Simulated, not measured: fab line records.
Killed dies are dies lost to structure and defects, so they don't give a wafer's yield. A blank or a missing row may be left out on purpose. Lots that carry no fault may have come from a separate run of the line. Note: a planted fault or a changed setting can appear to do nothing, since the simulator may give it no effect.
fab line records + flow nand-harc
record:
- lots: 15
- wafers: 45
- last-day: 31
route steps=1302 shown A_M0@1166 A_M1@1179 A_BONDPAD@1228 THIN_TSV@1289
lots with no fault: from the same line, run without faults
start-h: the number of hours between the record's first day and the start of the first shown wafer of the lot + wait-h: hours from the lot's prior step to this one + " same as the row above + L1.1+2: a single row standing in for several wafers + - value missing, or start not given + * or withheld: withheld + < > ~ a bound
route shown NAME@n: a module of which the file shows steps, and the number in the route of the first + usual: average and standard deviation across the fault-free wafers + same: alike in all rows + chamber/n: place in a boat + sites: each site's reading + _std_site: how widely they spread, as a standard deviation + _edge_site: outer sites' mean less inner sites' + radius-mm: for every site, how far away it sits from the centre of the wafer + mask NAME#n: copy n + behind: the last tool/chamber to shape the wafer + hold: why the lot was held/for how many hours/how that ended + device: whichever transistor did not switch (one of n, p or np) + end of line: the route-end tests of the same wafers + for a step that has no rows: nothing shown but its recipe + killed: dies that structure and defects cost at the first sort, which is not the same as the wafer's yield + map: shows each die of a wafer: x if killed, . if not, _ if none is there
set.NAME: the run value of the setting; set.NAME@STEP: its run value at that earlier step + model.NAME: the simulator's own value behind a step, which no gauge read
route steps across a sampled set of lots; one table per step, one row per wafer
services: from which hour (start-h, from the record's first day; less than 0 if before it) a tool's chamber was out of use, for how many hours, and why
== steps ==
step: NHARC_A_M0_INSPECT_27
usual:
- raw-defect-count: 522/100
| lot.wafer | tool              | chamber | start-h | wait-h | raw-defect-count |
|-----------|-------------------|---------|---------|--------|------------------|
| L461.2    | defect-inspect-02 | -       | 521.67  | 0.0    | 471              |
| L461.3    | "                 | -       | "       | "      | 586              |
| L461.5    | "                 | -       | "       | "      | 478              |
| L462.1    | defect-inspect-01 | -       | 535.14  | 0.0    | 623              |
| L462.2    | "                 | -       | "       | "      | 637              |
| L462.4    | "                 | -       | "       | "      | 575              |
| L463.1    | defect-inspect-02 | -       | 535.44  | 0.0    | 524              |
| L463.2    | "                 | -       | "       | "      | 403              |
| L463.6    | "                 | -       | "       | "      | 375              |
| L465.2    | defect-inspect-01 | -       | 553.64  | 0.0    | 532              |
| L465.3    | "                 | -       | "       | "      | 512              |
| L465.6    | "                 | -       | "       | "      | 543              |
| L466.1    | defect-inspect-02 | -       | 561.06  | 0.0    | 455              |
| L466.3    | "                 | -       | "       | "      | 361              |
| L466.6    | "                 | -       | "       | "      | 409              |
| L467.2    | defect-inspect-02 | -       | 585.27  | 0.0    | 460              |
| L467.3    | "                 | -       | "       | "      | 482              |
| L467.5    | "                 | -       | "       | "      | 483              |
| L470.2    | defect-inspect-02 | -       | 615.23  | 0.0    | 452              |
| L470.5    | "                 | -       | "       | "      | 544              |
| L470.6    | "                 | -       | "       | "      | 434              |
| L469.2    | defect-inspect-02 | -       | 626.40  | 0.0    | 398              |
| L469.3    | "                 | -       | "       | "      | 514              |
| L469.4    | "                 | -       | "       | "      | 311              |
| L472.1    | defect-inspect-02 | -       | 636.57  | 0.0    | 494              |
| L472.3    | "                 | -       | "       | "      | 558              |
| L472.6    | "                 | -       | "       | "      | 474              |
| L473.1    | defect-inspect-01 | -       | 659.59  | 0.0    | 474              |
| L473.5    | "                 | -       | "       | "      | 472              |
| L473.6    | "                 | -       | "       | "      | 460              |
| L474.3    | defect-inspect-01 | -       | 663.67  | 0.0    | 494              |
| L474.4    | "                 | -       | "       | "      | 644              |
| L474.6    | "                 | -       | "       | "      | 551              |
| L475.3    | defect-inspect-01 | -       | 665.64  | 0.0    | 643              |
| L475.5    | "                 | -       | "       | "      | 430              |
| L475.6    | "                 | -       | "       | "      | 535              |
| L476.3    | defect-inspect-02 | -       | 679.93  | 0.0    | 420              |
| L476.4    | "                 | -       | "       | "      | 584              |
| L476.6    | "                 | -       | "       | "      | 382              |
| L479.4    | defect-inspect-02 | -       | 704.89  | 0.0    | 603              |
| L479.5    | "                 | -       | "       | "      | 388              |
| L479.6    | "                 | -       | "       | "      | 445              |
| L481.1    | defect-inspect-01 | -       | 715.08  | 0.0    | 430              |
| L481.2    | "                 | -       | "       | "      | 601              |
| L481.3    | "                 | -       | "       | "      | 533              |
step: NHARC_A_M1_CD_MEAS_09
recipe:
- target-cd-nm: 120
- landing-energy-ev: 500
usual:
- cd-nm: 119.9/0.53
| lot.wafer | tool      | chamber | start-h | wait-h | cd-nm |
|-----------|-----------|---------|---------|--------|-------|
| L461.2    | cd-sem-02 | 0       | 522.94  | -      | 120.2 |
| L461.3    | "         | 0       | "       | "      | 120.2 |
| L461.5    | "         | 0       | "       | "      | 120.2 |
| L462.1    | cd-sem-02 | 0       | 536.40  | -      | 119.9 |
| L462.2    | "         | 0       | "       | "      | 119.8 |
| L462.4    | "         | 0       | "       | "      | 119.8 |
| L463.1    | cd-sem-02 | 0       | 536.83  | -      | 120.0 |
| L463.2    | "         | 0       | "       | "      | 119.7 |
| L463.6    | "         | 0       | "       | "      | 120.6 |
| L465.2    | cd-sem-03 | 0       | 555.08  | -      | 119.7 |
| L465.3    | "         | 0       | "       | "      | 119.9 |
| L465.6    | "         | 0       | "       | "      | 121.1 |
| L466.1    | cd-sem-03 | 0       | 562.43  | -      | 120.7 |
| L466.3    | "         | 0       | "       | "      | 120.4 |
| L466.6    | "         | 0       | "       | "      | 120.3 |
| L467.2    | cd-sem-01 | 0       | 586.55  | -      | 119.7 |
| L467.3    | "         | 0       | "       | "      | 120.1 |
| L467.5    | "         | 0       | "       | "      | 120.0 |
| L470.2    | cd-sem-02 | 0       | 616.62  | -      | 119.4 |
| L470.5    | "         | 0       | "       | "      | 120.0 |
| L470.6    | "         | 0       | "       | "      | 118.7 |
| L469.2    | cd-sem-03 | 0       | 627.66  | -      | 120.5 |
| L469.3    | "         | 0       | "       | "      | 119.7 |
| L469.4    | "         | 0       | "       | "      | 119.6 |
| L472.1    | cd-sem-02 | 0       | 637.93  | -      | 119.4 |
| L472.3    | "         | 0       | "       | "      | 120.5 |
| L472.6    | "         | 0       | "       | "      | 119.6 |
| L473.1    | cd-sem-01 | 0       | 660.96  | -      | 120.4 |
| L473.5    | "         | 0       | "       | "      | 119.9 |
| L473.6    | "         | 0       | "       | "      | 119.8 |
| L474.3    | cd-sem-02 | 0       | 665.05  | -      | 120.0 |
| L474.4    | "         | 0       | "       | "      | 121.0 |
| L474.6    | "         | 0       | "       | "      | 119.7 |
| L475.3    | cd-sem-02 | 0       | 667.07  | -      | 119.6 |
| L475.5    | "         | 0       | "       | "      | 119.8 |
| L475.6    | "         | 0       | "       | "      | 120.0 |
| L476.3    | cd-sem-02 | 0       | 681.68  | -      | 119.7 |
| L476.4    | "         | 0       | "       | "      | 119.6 |
| L476.6    | "         | 0       | "       | "      | 119.6 |
| L479.4    | cd-sem-02 | 0       | 706.29  | -      | 119.8 |
| L479.5    | "         | 0       | "       | "      | 119.6 |
| L479.6    | "         | 0       | "       | "      | 119.4 |
| L481.1    | cd-sem-03 | 0       | 716.36  | -      | 119.8 |
| L481.2    | "         | 0       | "       | "      | 120.1 |
| L481.3    | "         | 0       | "       | "      | 120.0 |
step: NHARC_A_BONDPAD_PVD_27
recipe:
- target-thk-a: 300
- chamber-pressure-pa: 5
- power-w: 5000
- substrate-temp-c: 30
- time-s: 20.49
- material: Cu
usual:
- throttle-valve-pct: 29.7/0.92
| lot.wafer | tool           | chamber | start-h | wait-h | throttle-valve-pct |
|-----------|----------------|---------|---------|--------|--------------------|
| L461.3    | pvd-sputter-01 | -       | -       | -      | 29.5               |
| L461.2    | "              | -       | "       | "      | 30.4               |
| L461.5    | "              | -       | "       | "      | 29.6               |
| L462.4    | pvd-sputter-02 | -       | -       | -      | 27.8               |
| L462.2    | "              | -       | "       | "      | 29.9               |
| L462.1    | "              | -       | "       | "      | 31.8               |
| L463.1    | pvd-sputter-01 | -       | -       | -      | 30.3               |
| L463.2    | "              | -       | "       | "      | 29.8               |
| L463.6    | "              | -       | "       | "      | 30.2               |
| L465.3    | pvd-sputter-03 | -       | -       | -      | 31.0               |
| L465.2    | "              | -       | "       | "      | 29.0               |
| L465.6    | "              | -       | "       | "      | 29.4               |
| L466.3    | pvd-sputter-01 | -       | -       | -      | 30.3               |
| L466.1    | "              | -       | "       | "      | 30.5               |
| L466.6    | "              | -       | "       | "      | 29.8               |
| L467.3    | pvd-sputter-01 | -       | -       | -      | 28.3               |
| L467.2    | "              | -       | "       | "      | 30.1               |
| L467.5    | "              | -       | "       | "      | 30.3               |
| L470.2    | pvd-sputter-01 | -       | -       | -      | 28.7               |
| L470.5    | "              | -       | "       | "      | 28.6               |
| L470.6    | "              | -       | "       | "      | 30.0               |
| L469.2    | pvd-sputter-01 | -       | -       | -      | 28.5               |
| L469.3    | "              | -       | "       | "      | 29.9               |
| L469.4    | "              | -       | "       | "      | 29.6               |
| L472.1    | pvd-sputter-03 | -       | -       | -      | 29.9               |
| L472.3    | "              | -       | "       | "      | 31.3               |
| L472.6    | "              | -       | "       | "      | 29.2               |
| L473.1    | pvd-sputter-02 | -       | -       | -      | 29.9               |
| L473.6    | "              | -       | "       | "      | 30.1               |
| L473.5    | "              | -       | "       | "      | 28.7               |
| L474.4    | pvd-sputter-02 | -       | -       | -      | 30.2               |
| L474.3    | "              | -       | "       | "      | 28.7               |
| L474.6    | "              | -       | "       | "      | 29.7               |
| L475.3    | pvd-sputter-01 | -       | -       | -      | 29.4               |
| L475.6    | "              | -       | "       | "      | 29.9               |
| L475.5    | "              | -       | "       | "      | 29.8               |
| L476.3    | pvd-sputter-01 | -       | -       | -      | 28.5               |
| L476.4    | "              | -       | "       | "      | 30.2               |
| L476.6    | "              | -       | "       | "      | 29.5               |
| L479.4    | pvd-sputter-02 | -       | -       | -      | 28.8               |
| L479.6    | "              | -       | "       | "      | 31.3               |
| L479.5    | "              | -       | "       | "      | 30.2               |
| L481.3    | pvd-sputter-03 | -       | -       | -      | 29.1               |
| L481.2    | "              | -       | "       | "      | 30.1               |
| L481.1    | "              | -       | "       | "      | 31.3               |
step: NHARC_THIN_TSV_PEB_31
recipe:
- peb-temp-c: 118
- peb-time-s: 85
usual:
- chill-plate-temp-C: 23.00/0.11
- exhaust-pa: 45.0/0.79
- heater-power-total-W: 163.98/0.27
- peb-time-s: 85/0
- plate-temp-C: 118.01/0.12
| lot.wafer | tool           | chamber | start-h | wait-h | chill-plate-temp-C | exhaust-pa | heater-power-total-W | peb-time-s | plate-temp-C |
|-----------|----------------|---------|---------|--------|--------------------|------------|----------------------|------------|--------------|
| L461.2    | litho-track-03 | 0       | 548.17  | 0.1    | 23.06              | 44.7       | 163.60               | 85         | 118.07       |
| L461.3    | "              | 0       | "       | "      | 23.00              | 45.6       | 163.61               | 85         | 118.15       |
| L461.5    | "              | 0       | "       | "      | 23.11              | 45.2       | 163.67               | 85         | 118.00       |
| L462.1    | litho-track-05 | 0       | 567.18  | 0.1    | 23.01              | 44.0       | 164.23               | 85         | 117.89       |
| L462.2    | "              | 0       | "       | "      | 23.21              | 44.7       | 164.26               | 85         | 117.70       |
| L462.4    | "              | 0       | "       | "      | 23.07              | 44.7       | 163.62               | 85         | 118.08       |
| L463.1    | litho-track-03 | 0       | 567.83  | 0.1    | 23.07              | 44.8       | 164.04               | 85         | 117.97       |
| L463.2    | "              | 0       | "       | "      | 23.04              | 44.1       | 163.97               | 85         | 118.06       |
| L463.6    | "              | 0       | "       | "      | 23.17              | 45.9       | 164.43               | 85         | 118.07       |
| L465.2    | litho-track-03 | 0       | 580.47  | 0.1    | 23.02              | 43.7       | 164.04               | 85         | 118.19       |
| L465.3    | "              | 0       | "       | "      | 22.95              | 44.6       | 164.32               | 85         | 118.17       |
| L465.6    | "              | 0       | "       | "      | 22.94              | 44.9       | 164.31               | 85         | 118.15       |
| L466.1    | litho-track-07 | 0       | 589.38  | 0.1    | 22.95              | 45.9       | 164.41               | 85         | 118.09       |
| L466.3    | "              | 0       | "       | "      | 22.92              | 44.5       | 164.32               | 85         | 117.83       |
| L466.6    | "              | 0       | "       | "      | 22.88              | 43.7       | 163.81               | 85         | 117.86       |
| L467.2    | litho-track-03 | 0       | 611.91  | 0.1    | 23.10              | 44.4       | 163.73               | 85         | 117.91       |
| L467.3    | "              | 0       | "       | "      | 22.95              | 45.4       | 163.69               | 85         | 117.96       |
| L467.5    | "              | 0       | "       | "      | 23.06              | 45.8       | 163.94               | 85         | 118.07       |
| L470.2    | litho-track-05 | 0       | 642.21  | 0.1    | 22.96              | 44.8       | 163.74               | 85         | 118.00       |
| L470.5    | "              | 0       | "       | "      | 23.00              | 45.0       | 163.68               | 85         | 118.12       |
| L470.6    | "              | 0       | "       | "      | 22.87              | 45.2       | 164.31               | 85         | 117.87       |
| L469.2    | litho-track-03 | 0       | 656.20  | 0.1    | 23.02              | 43.9       | 164.00               | 85         | 118.11       |
| L469.3    | "              | 0       | "       | "      | 23.26              | 45.6       | 163.85               | 85         | 118.31       |
| L469.4    | "              | 0       | "       | "      | 23.02              | 44.8       | 163.67               | 85         | 117.94       |
| L472.1    | litho-track-07 | 0       | 663.36  | 0.1    | 22.95              | 46.5       | 163.79               | 85         | 117.94       |
| L472.3    | "              | 0       | "       | "      | 22.98              | 45.8       | 164.10               | 85         | 117.98       |
| L472.6    | "              | 0       | "       | "      | 22.90              | 43.4       | 164.40               | 85         | 118.08       |
| L473.1    | litho-track-07 | 0       | 688.77  | 0.1    | 22.98              | 45.2       | 163.72               | 85         | 117.84       |
| L473.5    | "              | 0       | "       | "      | 23.04              | 45.8       | 163.70               | 85         | 117.91       |
| L473.6    | "              | 0       | "       | "      | 22.90              | 44.2       | 163.64               | 85         | 117.87       |
| L474.3    | litho-track-05 | 0       | 690.01  | 0.1    | 23.17              | 46.0       | 164.06               | 85         | 118.24       |
| L474.4    | "              | 0       | "       | "      | 23.13              | 45.7       | 163.74               | 85         | 118.22       |
| L474.6    | "              | 0       | "       | "      | 23.20              | 45.8       | 164.29               | 85         | 118.18       |
| L475.3    | litho-track-05 | 0       | 693.20  | 0.1    | 23.06              | 44.5       | 163.97               | 85         | 117.93       |
| L475.5    | "              | 0       | "       | "      | 23.00              | 43.7       | 163.97               | 85         | 118.01       |
| L475.6    | "              | 0       | "       | "      | 22.95              | 43.8       | 164.17               | 85         | 118.02       |
| L476.3    | litho-track-05 | -       | 715.94  | 0.1    | -                  | -          | -                    | -          | -            |
| L476.4    | "              | -       | "       | "      | -                  | -          | -                    | -          | -            |
| L476.6    | "              | -       | "       | "      | -                  | -          | -                    | -          | -            |
| L479.4    | litho-track-03 | -       | 742.67  | 0.0    | -                  | -          | -                    | -          | -            |
| L479.5    | "              | -       | "       | "      | -                  | -          | -                    | -          | -            |
| L479.6    | "              | -       | "       | "      | -                  | -          | -                    | -          | -            |
| L481.1    | litho-track-03 | -       | 744.26  | 0.1    | -                  | -          | -                    | -          | -            |
| L481.2    | "              | -       | "       | "      | -                  | -          | -                    | -          | -            |
| L481.3    | "              | -       | "       | "      | -                  | -          | -                    | -          | -            |
== services ==
| tool           | chamber | start-h | hours | kind   |
|----------------|---------|---------|-------|--------|
| pvd-sputter-01 | -       | 516.14  | 1.1   | repair |
| pvd-sputter-03 | -       | 523.79  | 1.2   | repair |
| pvd-sputter-03 | -       | 525.76  | 8.1   | repair |
| pvd-sputter-01 | -       | 582.00  | 10.0  | pm     |
| litho-track-07 | -       | 601.00  | 7.0   | pm     |
| litho-track-03 | -       | 625.00  | 7.0   | pm     |
| pvd-sputter-01 | -       | 626.33  | 3.5   | repair |
| pvd-sputter-02 | -       | 638.00  | 10.0  | pm     |
| pvd-sputter-01 | -       | 642.65  | 4.3   | repair |
| litho-track-05 | -       | 649.00  | 7.0   | pm     |
| pvd-sputter-01 | -       | 656.88  | 5.1   | repair |
| pvd-sputter-02 | -       | 672.48  | 18.2  | repair |
| pvd-sputter-01 | -       | 701.68  | 6.0   | repair |
| pvd-sputter-03 | -       | 711.81  | 10.0  | pm     |
== key ==
first-sign:
- step: NHARC_THIN_TSV_PEB_31
- reading: tool-record
- direction: missing
effect none on later readings
met-at NHARC_THIN_TSV_PEB_31
struck-lots L476,L479,L481
later-rows-left-out L476.3,L476.4,L476.6,L479.4,L479.5,L479.6,L481.1,L481.2,L481.3
sort-left-out L476.3,L476.4,L476.6,L479.4,L479.5,L479.6,L481.1,L481.2,L481.3
not-acting-at NHARC_A_M0_INSPECT_27,NHARC_A_M1_CD_MEAS_09,NHARC_A_BONDPAD_PVD_27
onset-between 693.20 715.94
fault:
- kind: skipped-step-whole
- tool: litho-track-03,litho-track-05
- chamber: -
- onset-h: 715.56
- steps: NHARC_THIN_TSV_PEB_31
- scope: struck-lots-only
sort-left-out: the simulated sort isn't trusted on such a fault, so these wafers' sort isn't shown, and their yield isn't known
later-rows-left-out: the simulator's readings of these wafers behind a module that went badly wrong aren't trusted and aren't shown, but for the sort
